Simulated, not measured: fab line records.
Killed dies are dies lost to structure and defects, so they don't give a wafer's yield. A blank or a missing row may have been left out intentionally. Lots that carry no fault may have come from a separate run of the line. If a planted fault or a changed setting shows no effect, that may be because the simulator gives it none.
fab line records ; flow nandHarc
[record] lots = 5; wafers = 14; lastDay = 25
route steps=1159 shown A_WL_FILL@811 END@1159
lots untouched by any fault: they come from a run of this same line in which no faults occurred
startH: start of the lot's first displayed wafer, in hours after the record's first day ; waitH: how many hours have passed since the lot's step before this one ; " as in the row above ; L1.1+2: several wafers, shown together as one row ; - no value present, or no start provided ; * or withheld: withheld ; < > ~ a bound
route shown NAME@n: a module of which the file shows steps, and the number in the route of the first ; usual: average and standard deviation across the fault-free wafers ; same: alike in all rows ; chamber/n: place in a boat ; sites: per-site readings ; _std_site: standard deviation of those values ; _edge_site: the outer-site mean with the inner-site mean subtracted ; radiusMm: for every site, how far away it sits from the centre of the wafer ; mask NAME#n: copy n ; behind: tool/chamber where the wafer was last shaped ; hold: reason for holding the lot/hours on hold/outcome of the hold ; device: which transistor (n, p or np) failed to switch ; end of line: the route-end tests of the same wafers ; a step without rows: its recipe alone ; killed: dies lost to structure and defects at the first sort, not the wafer's yield ; map: the dies of a wafer, with x for killed, . for not killed, _ for no die there
set.NAME: the setting that was run; set.NAME@STEP: the one run at that earlier step ; model.NAME: the simulator's own value behind a step, which no gauge read
lots at some steps of the route; a table a step, a row a wafer
services: from which hour (startH, from the record's first day; less than 0 if before it) a tool's chamber was out of use, for how many hours, and why
[[steps]]
[step NHARC_A_WL_FILL_ALD_02]
[recipe] targetThkA = 20; pulseTimeS = 3; aldCycles = 100; tempC = 450; material = TiN
[usual] heaterPowerW = 1108/84; precursorPulseHeightRel = 1.001/0.02
[same] pulseTimeS = 3
lot.wafer;tool;chamber;startH;waitH;heaterPowerW;precursorPulseHeightRel
L560.2;aldMetal-04;2;341.53;0.2;1117;0.981
L560.1;aldMetal-04;0;341.53;0.2;1148;0.960
L560.5;aldMetal-04;1;341.53;0.2;1084;1.026
L558.1;aldMetal-02;3;341.56;0.3;1329;1.014
L558.4;aldMetal-02;0;341.56;0.3;1012;0.977
L558.6;aldMetal-02;2;341.56;0.3;1157;1.005
L566.2;aldMetal-03;3;394.20;0.3;1092;1.015
L566.5;aldMetal-03;0;394.20;0.3;999;0.995
L571.3;aldMetal-02;0;418.69;0.1;933;1.000
L571.1;aldMetal-02;2;418.69;0.1;1109;1.003
L571.6;aldMetal-02;0;418.69;0.1;978;0.952
L579.3;aldMetal-04;3;473.75;0.1;1070;0.984
L579.1;aldMetal-04;2;473.75;0.1;1163;0.982
L579.4;aldMetal-04;2;473.75;0.1;1122;0.964
[step NHARC_A_WL_FILL_CVD_03]
[recipe] targetThkA = 400; tempC = 300; pressureTorr = 40; wf6FlowSccm = 40; h2FlowSccm = 1600; arFlowSccm = 1560; timeS = 3302; material = W
[usual] chamberPressureTorr = 40.00/0.081; heaterPowerW = 503/42; mfcArSccm = 1560/4.9; throttleValvePct = 7.78/0.22
lot.wafer;tool;chamber;startH;waitH;chamberPressureTorr;heaterPowerW;mfcArSccm;throttleValvePct
L558.1;cvdW-02;0;344.01;2.1;39.85;534;1561;7.91
L558.4;cvdW-02;0;344.01;2.1;40.04;525;1563;7.96
L558.6;cvdW-02;1;346.39;4.5;39.99;468;1556;8.16
L560.1;cvdW-01;0;345.05;3.2;39.96;548;1549;7.24
L560.2;cvdW-01;0;345.05;3.2;39.92;540;1548;7.50
L560.5;cvdW-01;0;348.80;6.9;39.91;546;1545;7.54
L566.2;cvdW-02;1;401.59;7.1;40.09;495;1567;8.15
L566.5;cvdW-02;0;403.03;8.6;40.05;509;1564;7.70
L571.1;cvdW-02;0;425.03;5.9;40.00;492;1565;7.82
L571.3;cvdW-02;1;425.03;5.9;39.97;475;1558;7.85
L571.6;cvdW-02;1;425.03;5.9;40.05;478;1560;7.94
L579.1;cvdW-01;0;477.31;3.1;39.98;538;1559;7.70
L579.4;cvdW-01;1;477.31;3.1;40.06;437;1564;7.69
L579.3;cvdW-01;0;477.31;3.1;39.95;556;1563;7.87
[step NHARC_A_WL_FILL_ETCHBACK_04]
[recipe] targetDepthA = 600; timeS = 120; chemistry = NF3
[usual] drypumpMotorCurrentA = 6.0/0.3; oesProductAu = 0.999/0.013; runLengthS = 141.6/0.48
lot.wafer;tool;chamber;startH;waitH;drypumpMotorCurrentA;oesProductAu;rfHoursCounterH;runLengthS
L558.1;rieMetal-01;0;347.35;2.9;6.5;0.994;0.0;142.0
L558.4;rieMetal-01;0;347.35;2.9;6.5;0.992;-;142.3
L558.6;rieMetal-01;0;347.35;2.9;6.5;0.993;-;142.2
L560.2;rieMetal-02;1;351.17;4.2;5.7;1.007;3.5;141.2
L560.1;rieMetal-02;0;351.17;4.2;5.6;0.961;3.5;140.7
L560.5;rieMetal-02;0;351.17;4.2;5.6;0.962;-;141.0
L566.2;rieMetal-03;1;404.47;2.4;6.1;1.020;2.5;141.1
L566.5;rieMetal-03;0;404.47;2.4;5.9;1.008;-;142.0
L571.1;rieMetal-02;0;427.93;2.4;5.7;0.974;0.7;140.8
L571.3;rieMetal-02;1;427.93;2.4;5.7;1.011;-;141.5
L571.6;rieMetal-02;1;427.93;2.4;5.7;1.009;-;141.5
L579.1;rieMetal-02;1;480.19;2.4;5.7;1.001;2.5;140.9
L579.3;rieMetal-02;0;480.19;2.4;5.6;0.989;-;140.7
L579.4;rieMetal-02;1;480.19;2.4;5.7;1.005;-;141.4
[step NHARC_A_WL_FILL_ETCHBACK_05]
[recipe] targetDepthA = 220; timeS = 60; tempC = 40; chemistry = Cl2/BCl3
[step NHARC_A_WL_FILL_STRIP_27]
[recipe] powerW = 1500; tempC = 250; timeS = 20; chemistry = N2/H2
[usual] drypumpMotorCurrentA = 5.6/0.32; heaterPowerW = 316/20
lot.wafer;tool;chamber;startH;waitH;drypumpMotorCurrentA;heaterPowerW;rfHoursCounterH
L558.1;plasmaAsher-01;0;348.00;0.2;5.4;344;18
L558.4;plasmaAsher-01;0;348.00;0.2;5.4;347;-
L558.6;plasmaAsher-01;1;348.00;0.2;6.1;311;-
L560.1;plasmaAsher-02;0;351.55;0.1;5.2;344;53
L560.2;plasmaAsher-02;1;351.55;0.1;5.6;296;53
L560.5;plasmaAsher-02;1;351.55;0.1;5.6;285;-
L566.2;plasmaAsher-02;1;404.86;0.1;5.7;298;15
L566.5;plasmaAsher-02;0;404.86;0.1;5.3;317;-
L571.1;plasmaAsher-02;0;428.29;0.1;5.3;309;20
L571.3;plasmaAsher-02;1;428.29;0.1;5.7;298;-
L571.6;plasmaAsher-02;1;428.29;0.1;5.6;301;-
L579.1;plasmaAsher-02;0;480.57;0.1;5.3;323;39
L579.3;plasmaAsher-02;1;480.57;0.1;5.7;293;-
L579.4;plasmaAsher-02;0;480.57;0.1;5.3;306;-
[step NHARC_A_WL_FILL_STRIP_28]
[recipe] timeS = 1200; tempC = 72.5; chemistry = postEtchResidueRemover
[step NHARC_A_WL_FILL_PRECLEAN_06]
[recipe] timeS = 300; chemistry = DIW
[step NHARC_A_WL_FILL_SRD_07]
[step NHARC_A_WL_FILL_ANNEAL_08]
[recipe] tempC = 450; timeS = 1800
[step NHARC_A_WL_FILL_ALD_10]
[recipe] targetThkA = 500; pulseTimeS = 10; aldCycles = 500; tempC = 300; material = SiO2
[usual] heaterPowerW = 477/52; precursorPulseHeightRel = 0.999/0.021
[same] pulseTimeS = 10
lot.wafer;tool;chamber;startH;waitH;heaterPowerW;precursorPulseHeightRel
L558.1;aldHk-03;2;355.01;0.6;454;1.023
L558.4;aldHk-03;3;355.01;0.6;457;1.011
L558.6;aldHk-03;2;357.05;2.6;447;1.021
L560.1;aldHk-01;3;355.53;1.1;496;0.954
L560.2;aldHk-01;0;355.53;1.1;493;0.965
L560.5;aldHk-01;2;357.07;2.6;469;0.995
L566.2;aldHk-03;3;429.05;0.1;461;0.944
L566.5;aldHk-03;3;431.13;2.1;460;0.976
L571.3;aldHk-01;2;437.68;1.1;460;0.990
L571.1;aldHk-01;3;437.68;1.1;507;0.997
L571.6;aldHk-01;1;439.23;2.6;412;1.024
L579.4;aldHk-03;1;486.10;2.2;484;1.034
L579.1;aldHk-03;3;487.14;3.2;449;1.026
L579.3;aldHk-03;0;487.14;3.2;393;1.008
[step NHARC_A_WL_FILL_ETCHBACK_16]
[recipe] targetDepthA = 880; timeS = 17.6; c4f8FlowSccm = withheld; o2FlowSccm = 8; arFlowSccm = withheld; rfW = 600; biasW = 800; chemistry = C4F8/O2/Ar
[usual] oesProductAu = 0.99/0.032; rfVppV = 724/3.9; runLengthS = 38.8/0.4
lot.wafer;tool;chamber;startH;waitH;oesProductAu;rfHoursCounterH;rfVppV;runLengthS
L558.4;rieDiel-12;2;359.12;-;0.92;3.5;719;38.6
L558.1;rieDiel-12;1;359.12;-;0.94;4.3;731;39.6
L558.6;rieDiel-12;2;359.12;-;0.93;-;718;38.6
L560.2;rieDiel-11;3;359.14;-;1.01;9.7;722;39.1
L560.1;rieDiel-11;1;359.14;-;0.99;9.7;718;38.3
L560.5;rieDiel-11;3;359.14;-;1.00;-;722;39.2
L566.2;rieDiel-12;1;433.75;-;1.02;0.7;732;24.2
L566.5;rieDiel-12;1;433.75;-;1.03;-;730;39.6
L571.1;rieDiel-11;2;441.33;-;0.99;4.6;722;38.9
L571.3;rieDiel-11;3;441.33;-;1.01;4.6;721;38.9
L571.6;rieDiel-11;0;441.33;-;1.04;-;723;38.2
L579.3;rieDiel-06;3;490.76;-;1.01;2.3;726;38.9
L579.1;rieDiel-06;0;490.76;-;1.00;2.3;725;39.2
L579.4;rieDiel-06;2;490.76;-;1.00;2.4;730;38.1
[step NHARC_A_WL_FILL_STRIP_29]
[recipe] timeS = 20; o2FlowSccm = 500; arFlowSccm = 0; biasW = 0; chemistry = O2
[step NHARC_END_SORT_01]
[recipe] tempC = 25
[usual] killedAtArray = 30/10; killedAtOther = 0.5/0.82; killedAtPeriphery = 2.9/2; killedDies = 34/11; killedOpen = 3.2/1.8; killedShort = 2.0/1.4
[same] grossDies = 677
lot.wafer;tool;chamber;startH;waitH;killedAtArray;killedAtOther;killedAtPeriphery;killedDies;killedOpen;killedShort
L566.2;prober-02;0;516.81;2.8;673;0;4;677;2;2
L566.5;prober-02;0;519.18;3.7;35;0;2;37;4;1
// killed by level:class
L566.2 A_WL_FILL:areaEtchback=637 A_CHANNEL_HOLE_D1:chamberFilmFlake=14 A_SLIT:chamberFilmFlake=13 A_STAIRCASE:chamberFilmFlake=4 P_STI:chamberFilmFlake=2 P_CONTACT:geometricParticle:short=1 A_CHANNEL_HOLE_D1:geometricParticle:open=1 A_WL_FILL:geometricParticle:short=1
L566.5 A_CHANNEL_HOLE_D1:chamberFilmFlake=11 A_SLIT:chamberFilmFlake=11 A_STAIRCASE:chamberFilmFlake=7 A_CONTACT:chamberFilmFlake=2 P_CONTACT:geometricParticle:open=1 P_M1:geometricParticle:short=1 A_ONON_D1:geometricParticle:open=1 A_CHANNEL_FILL_D1:geometricParticle:open=1
// map L566.2 (x killed, . not)
____________x____________
_________xxxxxxx_________
_______xxxxxxxxxxx_______
______xxxxxxxxxxxxx______
_____xxxxxxxxxxxxxxx_____
____xxxxxxxxxxxxxxxxx____
____xxxxxxxxxxxxxxxxx____
___xxxxxxxxxxxxxxxxxxx___
___xxxxxxxxxxxxxxxxxxx___
__xxxxxxxxxxxxxxxxxxxxx__
__xxxxxxxxxxxxxxxxxxxxx__
_xxxxxxxxxxxxxxxxxxxxxxx_
_xxxxxxxxxxxxxxxxxxxxxxx_
_xxxxxxxxxxxxxxxxxxxxxxx_
_xxxxxxxxxxxxxxxxxxxxxxx_
_xxxxxxxxxxxxxxxxxxxxxxx_
xxxxxxxxxxxxxxxxxxxxxxxxx
xxxxxxxxxxxxxxxxxxxxxxxxx
xxxxxxxxxxxxxxxxxxxxxxxxx
xxxxxxxxxxxxxxxxxxxxxxxxx
xxxxxxxxxxxxxxxxxxxxxxxxx
_xxxxxxxxxxxxxxxxxxxxxxx_
_xxxxxxxxxxxxxxxxxxxxxxx_
_xxxxxxxxxxxxxxxxxxxxxxx_
_xxxxxxxxxxxxxxxxxxxxxxx_
_xxxxxxxxxxxxxxxxxxxxxxx_
__xxxxxxxxxxxxxxxxxxxxx__
__xxxxxxxxxxxxxxxxxxxxx__
___xxxxxxxxxxxxxxxxxxx___
___xxxxxxxxxxxxxxxxxxx___
____xxxxxxxxxxxxxxxxx____
____xxxxxxxxxxxxxxxxx____
_____xxxxxxxxxxxxxxx_____
______xxxxxxxxxxxxx______
_______xxxxxxxxxxx_______
_________xxxxxxx_________
____________x____________
// map L558.1 (x killed, . not)
____________.____________
_________......._________
_______..........._______
______............x______
_____..............._____
____.................____
____.................____
___...................___
___...................___
__...x...x...x........x__
__.....................__
_......................._
_......................._
_......................._
_......................._
_.....................x._
......................x..
......................x.x
.x.....x..............x.x
.....x...............xxx.
.....................x...
_.....................xx_
_......................x_
_......................._
_......................._
_......................._
__.x...................__
__.....................__
___...................___
___...................___
____.................____
____.................____
_____..............._____
______.............______
_______...x.x....._______
_________......._________
____________.____________
[[services]]
tool;chamber;startH;hours;kind
rieDiel-12;1;317.76;4.1;repair
cvdW-01;1;320.61;75.2;repair
rieDiel-06;3;327.83;2.6;repair
rieDiel-11;2;328.41;1.9;repair
aldMetal-02;0;330.63;3.2;repair
rieMetal-01;-;332.00;9.0;pm
rieDiel-11;1;333.14;14.5;repair
rieDiel-12;2;344.64;4.8;repair
aldMetal-02;3;352.27;2.4;repair
aldMetal-02;-;354.61;2.8;repair
plasmaAsher-02;-;360.40;9.0;pm
rieDiel-11;0;360.85;3.8;repair
aldMetal-02;-;364.00;10.0;pm
rieDiel-11;-;366.50;9.0;pm
rieDiel-12;-;379.40;9.0;pm
cvdW-02;-;381.02;13.0;pm
rieMetal-01;1;381.49;16.7;repair
rieMetal-02;-;388.00;9.0;pm
aldMetal-04;-;406.00;10.0;pm
aldHk-01;-;407.01;10.0;pm
rieDiel-06;-;418.20;9.0;pm
rieDiel-12;-;428.78;2.9;repair
rieMetal-02;1;434.13;1.1;repair
cvdW-01;-;479.65;13.0;pm
[[key]]
[firstSign] step = NHARC_A_WL_FILL_ETCHBACK_16; reading = runLengthS; direction = down; sigmas = 37; usual = *; struck = *
[effect] step = NHARC_END_SORT_01; reading = killedAtArray; direction = up; sigmas = 62; usual = 30; struck = 673
[moreKillsBornAt] NHARC_A_WL_FILL_ETCHBACK_16@rieDiel-12 = 637
metAt NHARC_A_WL_FILL_ETCHBACK_16
struckWafers L566.2
laterRowsLeftOut L566.2
testerLeftOut L566
onsetBetween 359.12 433.75
[fault] kind = processParameterDrift; tool = rieDiel-12; chamber = -; onsetH = 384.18; steps = NHARC_A_WL_FILL_ETCHBACK_16; channel = timeS; offset = *; shape = step; endH = 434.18; scope = struckWafersOnly; actsIn = *; stated = *
// testerLeftOut: of these lots the tester's yield and bins aren't shown, on N5 and GAA mostly nor the transistor test; their killed dies are dies lost to structure and defects alone, not to doping, threshold or leakage, so they don't give the yield
// laterRowsLeftOut: the simulator's readings of these wafers behind a module that went badly wrong aren't trusted and aren't shown, but for the sort
